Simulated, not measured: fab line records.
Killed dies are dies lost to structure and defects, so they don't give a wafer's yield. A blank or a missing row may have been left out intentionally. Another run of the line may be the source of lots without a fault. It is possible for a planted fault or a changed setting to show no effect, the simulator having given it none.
Which of the tools did it? / flow n5 finfet / Sampling: 10 lots, 30 wafers, 5 of 1938 route steps

== WHAT EACH GAUGE READ, for each wafer ==
N5_WELL_APT_OVL_MEAS_26.
lot=L639; measured=day 1 14:47; on=overlay-02; PWELL_OVL (nm)=4 -6 -6
lot=L643; measured=day 2 14:56; on=overlay-01; PWELL_OVL (nm)=3 -1 -4
lot=L644; measured=day 2 20:53; on=overlay-02; PWELL_OVL (nm)=-8 -2 -11
lot=L645; measured=day 3 03:10; on=overlay-02; PWELL_OVL (nm)=-3 -3 2
lot=L651; measured=day 4 15:13; on=overlay-02; PWELL_OVL (nm)=5 6 1
lot=L654; measured=day 5 09:14; on=overlay-01; PWELL_OVL (nm)=-4 -2 -5
lot=L655; measured=day 5 14:55; on=overlay-02; PWELL_OVL (nm)=6 2 -1
lot=L656; measured=day 5 21:11; on=overlay-01; PWELL_OVL (nm)=-6 -18 -7
lot=L658; measured=day 6 09:11; on=overlay-02; PWELL_OVL (nm)=-2 -10 4
lot=L659; measured=day 6 14:53; on=overlay-02; PWELL_OVL (nm)=0 2 1

N5_PMOS_HMC_CHANNEL_EPI_OVL_MEAS_10.
lot=L639; measured=day 1 17:12; on=overlay-01; PMOS_HMC_BLK_OVL (nm)=-0.6 -1.1 -0.8
lot=L643; measured=day 2 17:07; on=overlay-01; PMOS_HMC_BLK_OVL (nm)=-0.2 -0.1 0.3
lot=L644; measured=day 2 23:19; on=overlay-01; PMOS_HMC_BLK_OVL (nm)=0.5 0.1 0.3
lot=L645; measured=day 3 05:20; on=overlay-02; PMOS_HMC_BLK_OVL (nm)=0.6 -0.4 0.7
lot=L651; measured=day 4 17:38; on=overlay-01; PMOS_HMC_BLK_OVL (nm)=1.7 0.8 0.6
lot=L654; measured=day 5 11:37; on=overlay-01; PMOS_HMC_BLK_OVL (nm)=2.0 1.0 1.7
lot=L655; measured=day 5 17:05; on=overlay-01; PMOS_HMC_BLK_OVL (nm)=-0.8 0.2 0.6
lot=L656; measured=day 5 23:25; on=overlay-02; PMOS_HMC_BLK_OVL (nm)=0.6 -0.1 -0.7
lot=L658; measured=day 6 11:39; on=overlay-02; PMOS_HMC_BLK_OVL (nm)=0.7 0.0 -0.7
lot=L659; measured=day 6 17:07; on=overlay-01; PMOS_HMC_BLK_OVL (nm)=0.8 0.2 1.5

N5_BEOL_M4_RC_MEAS_101.
lot=L639; measured=day 7 22:31; on=prober-02; DIBL_N (mV/V)=36.7 37.0 36.6; DIBL_P (mV/V)=36.0 36.1 36.4; IOFF_N (nA/um)=0.138 0.136 0.138; IOFF_P (nA/um)=0.19 0.19 0.19; ION_N (uA/um)=660 654 662; ION_P (uA/um)=454 448 456; SS_N (mV/dec)=71.7 71.4 71.4; SS_P (mV/dec)=73.4 73.6 73.4; VT_N (mV)=253.4 254.5 252.0; VT_P (mV)=-253 -252 -251
lot=L643; measured=day 8 19:02; on=prober-01; DIBL_N (mV/V)=36.3 35.9 36.3; DIBL_P (mV/V)=35.9 35.8 35.8; IOFF_N (nA/um)=0.191 0.176 0.186; IOFF_P (nA/um)=0.26 0.26 0.26; ION_N (uA/um)=679 675 693; ION_P (uA/um)=470 474 477; SS_N (mV/dec)=71.9 72.2 71.1; SS_P (mV/dec)=74.5 74.1 73.0; VT_N (mV)=246.7 245.9 243.3; VT_P (mV)=-245 -245 -245
lot=L644; measured=day 9 03:22; on=prober-02; DIBL_N (mV/V)=37.0 36.8 36.0; DIBL_P (mV/V)=37.8 37.4 36.9; IOFF_N (nA/um)=0.167 0.158 0.138; IOFF_P (nA/um)=0.19 0.18 0.18; ION_N (uA/um)=665 665 663; ION_P (uA/um)=454 453 456; SS_N (mV/dec)=71.7 70.7 71.4; SS_P (mV/dec)=73.1 73.3 72.8; VT_N (mV)=249.9 250.6 255.4; VT_P (mV)=-253 -257 -253
lot=L645; measured=day 9 10:20; on=prober-02; DIBL_N (mV/V)=37.9 36.6 36.2; DIBL_P (mV/V)=37.4 35.6 35.0; IOFF_N (nA/um)=0.166 0.160 0.143; IOFF_P (nA/um)=0.25 0.24 0.22; ION_N (uA/um)=660 668 670; ION_P (uA/um)=459 468 468; SS_N (mV/dec)=72.1 71.6 71.4; SS_P (mV/dec)=73.6 73.8 73.0; VT_N (mV)=248.5 248.5 249.0; VT_P (mV)=-246 -245 -244
lot=L651; measured=day 11 00:41; on=prober-02; DIBL_N (mV/V)=36.9 36.8 36.3; DIBL_P (mV/V)=38.0 37.2 37.1; IOFF_N (nA/um)=0.181 0.168 0.168; IOFF_P (nA/um)=0.26 0.24 0.23; ION_N (uA/um)=691 673 692; ION_P (uA/um)=477 462 469; SS_N (mV/dec)=72.1 71.6 71.5; SS_P (mV/dec)=73.8 74.0 73.7; VT_N (mV)=245.0 246.5 247.2; VT_P (mV)=-247 -249 -249
lot=L654; measured=day 11 15:52; on=prober-02; DIBL_N (mV/V)=36.3 35.5 35.6; DIBL_P (mV/V)=37.9 36.5 36.2; IOFF_N (nA/um)=0.187 0.165 0.168; IOFF_P (nA/um)=0.27 0.24 0.23; ION_N (uA/um)=687 667 673; ION_P (uA/um)=469 461 464; SS_N (mV/dec)=71.6 72.0 71.6; SS_P (mV/dec)=74.0 73.5 73.6; VT_N (mV)=245.8 250.1 251.1; VT_P (mV)=-246 -246 -246
lot=L655; measured=day 12 01:59; on=prober-01; DIBL_N (mV/V)=36.7 35.5 35.3; DIBL_P (mV/V)=36.9 35.1 35.4; IOFF_N (nA/um)=0.155 0.131 0.133; IOFF_P (nA/um)=0.21 0.18 0.19; ION_N (uA/um)=667 666 664; ION_P (uA/um)=458 461 456; SS_N (mV/dec)=72.3 71.8 71.6; SS_P (mV/dec)=73.3 72.8 73.3; VT_N (mV)=253.1 253.5 252.2; VT_P (mV)=-252 -253 -250
lot=L656; measured=day 11 23:51; on=prober-02; DIBL_N (mV/V)=36.5 34.6 35.2; DIBL_P (mV/V)=37.6 35.0 35.9; IOFF_N (nA/um)=0.176 0.140 0.153; IOFF_P (nA/um)=0.24 0.20 0.22; ION_N (uA/um)=675 670 677; ION_P (uA/um)=464 463 468; SS_N (mV/dec)=72.2 71.5 72.1; SS_P (mV/dec)=73.6 72.8 73.0; VT_N (mV)=247.8 248.8 250.4; VT_P (mV)=-248 -250 -250
lot=L658; measured=day 12 14:11; on=prober-01; DIBL_N (mV/V)=36.3 35.4 35.9; DIBL_P (mV/V)=37.8 36.1 36.8; IOFF_N (nA/um)=0.179 0.161 0.170; IOFF_P (nA/um)=0.21 0.19 0.20; ION_N (uA/um)=675 675 675; ION_P (uA/um)=465 458 458; SS_N (mV/dec)=72.1 71.5 71.7; SS_P (mV/dec)=73.6 73.7 73.9; VT_N (mV)=247.6 248.0 250.0; VT_P (mV)=-250 -252 -250
lot=L659; measured=day 12 20:35; on=prober-02; DIBL_N (mV/V)=38.8 36.9 37.9; DIBL_P (mV/V)=38.9 36.9 38.3; IOFF_N (nA/um)=0.210 0.172 0.193; IOFF_P (nA/um)=0.26 0.23 0.24; ION_N (uA/um)=690 682 681; ION_P (uA/um)=472 468 466; SS_N (mV/dec)=72.5 72.1 71.6; SS_P (mV/dec)=74.0 73.4 74.0; VT_N (mV)=246.8 248.5 247.4; VT_P (mV)=-249 -248 -249

== WHAT TOOL EACH LOT RAN ON (gives the tool, then ch and the chambers of the sampled wafers, and finally the start) ==
lot=L639; N5_ZERO_LAYER_STRIP_24=plasma asher-02 ch 0,1, day 1 12:57; N5_WELL_APT_RTA_34=rtp anneal-01 ch 0, day 1 15:41
lot=L643; N5_ZERO_LAYER_STRIP_24=plasma asher-01 ch 0,1, day 2 13:00; N5_WELL_APT_RTA_34=rtp anneal-01 ch 0, day 2 15:47
lot=L644; N5_ZERO_LAYER_STRIP_24=plasma asher-01 ch 0,1, day 2 18:55; N5_WELL_APT_RTA_34=rtp anneal-02 ch 0, day 2 21:59
lot=L645; N5_ZERO_LAYER_STRIP_24=plasma asher-01 ch 0,1, day 3 01:07; N5_WELL_APT_RTA_34=rtp anneal-02 ch 0, day 3 04:00
lot=L651; N5_ZERO_LAYER_STRIP_24=plasma asher-01 ch 0,1, day 4 12:54; N5_WELL_APT_RTA_34=rtp anneal-01 ch 0, day 4 16:18
lot=L654; N5_ZERO_LAYER_STRIP_24=plasma asher-01 ch 0,1, day 5 07:09; N5_WELL_APT_RTA_34=rtp anneal-01 ch 0, day 5 10:17
lot=L655; N5_ZERO_LAYER_STRIP_24=plasma asher-01 ch 0,1, day 5 13:03; N5_WELL_APT_RTA_34=rtp anneal-01 ch 0, day 5 15:44
lot=L656; N5_ZERO_LAYER_STRIP_24=plasma asher-01 ch 0,1, day 5 18:53; N5_WELL_APT_RTA_34=rtp anneal-02 ch 0, day 5 22:11
lot=L658; N5_ZERO_LAYER_STRIP_24=plasma asher-02 ch 0, day 6 07:01; N5_WELL_APT_RTA_34=rtp anneal-02 ch 0, day 6 10:16
lot=L659; N5_ZERO_LAYER_STRIP_24=plasma asher-01 ch 0,1, day 6 12:53; N5_WELL_APT_RTA_34=rtp anneal-02 ch 0, day 6 15:47
- N5_ZERO_LAYER_STRIP_24: strips in O2.
- N5_WELL_APT_RTA_34: time 10 s.

== AS READ BY THE TOOLS THEMSELVES (means over the sampled wafers that have a number; for cases with no such wafer, the mark the record gives instead) ==
N5_ZERO_LAYER_STRIP_24.
lot=L639; tool=plasma asher-02; chamber pressure mTorr (mTorr)=1000.3; drypump motor current A (A)=5.5; heater power w (W)=358; oes product au (a.u.)=0.647; strip time to endpoint s (s)=43.83
lot=L643; tool=plasma asher-01; chamber pressure mTorr (mTorr)=999.8; drypump motor current A (A)=5.8; heater power w (W)=289; oes product au (a.u.)=0.646; strip time to endpoint s (s)=43.90
lot=L644; tool=plasma asher-01; chamber pressure mTorr (mTorr)=-; drypump motor current A (A)=-; heater power w (W)=-; oes product au (a.u.)=-; strip time to endpoint s (s)=-
lot=L645; tool=plasma asher-01; chamber pressure mTorr (mTorr)=-; drypump motor current A (A)=-; heater power w (W)=-; oes product au (a.u.)=-; strip time to endpoint s (s)=-
lot=L651; tool=plasma asher-01; chamber pressure mTorr (mTorr)=999.9; drypump motor current A (A)=5.5; heater power w (W)=291; oes product au (a.u.)=0.648; strip time to endpoint s (s)=43.80
lot=L654; tool=plasma asher-01; chamber pressure mTorr (mTorr)=1000.1; drypump motor current A (A)=5.4; heater power w (W)=289; oes product au (a.u.)=0.647; strip time to endpoint s (s)=43.85
lot=L655; tool=plasma asher-01; chamber pressure mTorr (mTorr)=1000.6; drypump motor current A (A)=5.8; heater power w (W)=286; oes product au (a.u.)=0.645; strip time to endpoint s (s)=43.86
lot=L656; tool=plasma asher-01; chamber pressure mTorr (mTorr)=1000.1; drypump motor current A (A)=5.8; heater power w (W)=289; oes product au (a.u.)=0.646; strip time to endpoint s (s)=43.92
lot=L658; tool=plasma asher-02; chamber pressure mTorr (mTorr)=999.4; drypump motor current A (A)=5.3; heater power w (W)=387; oes product au (a.u.)=0.646; strip time to endpoint s (s)=43.88
lot=L659; tool=plasma asher-01; chamber pressure mTorr (mTorr)=999.7; drypump motor current A (A)=5.4; heater power w (W)=294; oes product au (a.u.)=0.645; strip time to endpoint s (s)=43.97

N5_WELL_APT_RTA_34.
lot=L639; tool=rtp anneal-01; lamp power pct (%)=12.99; lamp_zone_2_pct (%)=12.960; lamp_zone_4_pct (%)=12.983; wafer_temp_C_max=1002.6
lot=L643; tool=rtp anneal-01; lamp power pct (%)=12.99; lamp_zone_2_pct (%)=13.015; lamp_zone_4_pct (%)=12.971; wafer_temp_C_max=1003.0
lot=L644; tool=rtp anneal-02; lamp power pct (%)=12.99; lamp_zone_2_pct (%)=13.037; lamp_zone_4_pct (%)=12.991; wafer_temp_C_max=1003.2
lot=L645; tool=rtp anneal-02; lamp power pct (%)=12.99; lamp_zone_2_pct (%)=13.000; lamp_zone_4_pct (%)=13.020; wafer_temp_C_max=1002.4
lot=L651; tool=rtp anneal-01; lamp power pct (%)=13.01; lamp_zone_2_pct (%)=12.995; lamp_zone_4_pct (%)=12.981; wafer_temp_C_max=1004.8
lot=L654; tool=rtp anneal-01; lamp power pct (%)=12.98; lamp_zone_2_pct (%)=12.982; lamp_zone_4_pct (%)=12.981; wafer_temp_C_max=1003.7
lot=L655; tool=rtp anneal-01; lamp power pct (%)=12.97; lamp_zone_2_pct (%)=13.017; lamp_zone_4_pct (%)=12.966; wafer_temp_C_max=1003.0
lot=L656; tool=rtp anneal-02; lamp power pct (%)=13.00; lamp_zone_2_pct (%)=12.990; lamp_zone_4_pct (%)=13.004; wafer_temp_C_max=1004.3
lot=L658; tool=rtp anneal-02; lamp power pct (%)=12.98; lamp_zone_2_pct (%)=12.986; lamp_zone_4_pct (%)=13.010; wafer_temp_C_max=1003.6
lot=L659; tool=rtp anneal-02; lamp power pct (%)=13.01; lamp_zone_2_pct (%)=12.998; lamp_zone_4_pct (%)=12.980; wafer_temp_C_max=1005.0

== THE ANSWER, worked out from the rows above alone ==
Rule: the usual values come from the lots themselves. Put in order of their means at a reading, lots are off if they are a third of the lots or fewer, leave a main group of 4 or more, and stand apart from it by a gap of 3 or more times the standard deviation of the main group's means; of several such gaps the widest counts. If all means in a main group match to the digits the tables above print for the reading, that group is not used. Also off: a lot with no number at a reading for which 4 or more lots have one. Any other lot the step has rows for is counted as sound. After the gauges, taken in route order, come the tools' own readings; for these a lot's mean is taken, as printed above. The first step at which some lot is off is used, and at that step the reading that is off furthest; a lot without a number counts as furthest.
Off, at N5_ZERO_LAYER_STRIP_24 on chamber pressure mTorr: L644, L645. Without a number there: L644, L645. The main group has a mean of 1000.0 mTorr with a standard deviation of 0.35.
A tool fits if, at that step or a process step before it, it ran every lot that is off, and no sound lot after the first of them. Not one of the candidates tried fits.

== WHAT THE SIMULATOR HAD INSERTED ==
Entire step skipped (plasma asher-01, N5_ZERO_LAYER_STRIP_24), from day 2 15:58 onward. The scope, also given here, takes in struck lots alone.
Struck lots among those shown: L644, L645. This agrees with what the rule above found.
